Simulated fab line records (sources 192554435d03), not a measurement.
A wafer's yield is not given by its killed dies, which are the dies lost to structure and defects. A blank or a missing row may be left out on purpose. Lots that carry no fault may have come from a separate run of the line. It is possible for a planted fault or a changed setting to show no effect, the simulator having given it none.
Matching of chambers | flow n5 finfet | N5_FIN_SAQP_PECVD_06 on pecvd-01: 3 sister chambers
The step deposits a-Si from SiH4/He, target thk 60 nm, time 48.1 s. 3 wafers are shown with their chamber, then 11 later ones without.

== EACH WAFER AND ITS CHAMBER ==
wafer  | chamber | throttle valve pct (%)
L081.4 | 2       | 16.9
L082.3 | 0       | 17.3
L087.1 | 1       | 18.9

== WAFERS MISSING THEIR CHAMBER ==
wafer  | throttle valve pct (%)
L087.2 | 17.5
L087.3 | 17.2
L091.3 | 17.7
L091.4 | 17.7
L091.6 | 19.4
L094.1 | 18.8
L094.2 | 17.4
L094.3 | 16.9
L095.3 | 16.9
L095.5 | 18.6
L095.6 | 17.4

== THE CHAMBER EACH PASSED THROUGH ==
wafer  | from the rows above     | in truth
L087.2 | can't be placed: 0 or 2 | 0
L087.3 | can't be placed: 0 or 2 | 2
L091.3 | can't be placed: 0 or 2 | 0
L091.4 | can't be placed: 0 or 2 | 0
L091.6 | 1                       | 1
L094.1 | 1                       | 1
L094.2 | can't be placed: 0 or 2 | 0
L094.3 | can't be placed: 2 or 0 | 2
L095.3 | can't be placed: 2 or 0 | 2
L095.5 | 1                       | 1
L095.6 | can't be placed: 0 or 2 | 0
Correctly placed: 3 of 11. These rows do not allow placing 8 (true chamber among the candidates in 8). 0 placed wrongly.
How it was worked out, from the rows above alone: a wafer's distance from a chamber is the root of the sum, over the readings, of the square of ((its reading less the chamber's mean) divided by the reading's scatter). If the next closest chamber is less than 2 further off than the closest, the wafer can't be placed; otherwise it belongs to the closest. For every chamber, the mean is computed from those of its wafers that are shown. The scatter: root of mean squared gap, hidden wafer to nearest shown wafer, with one shown wafer a chamber.
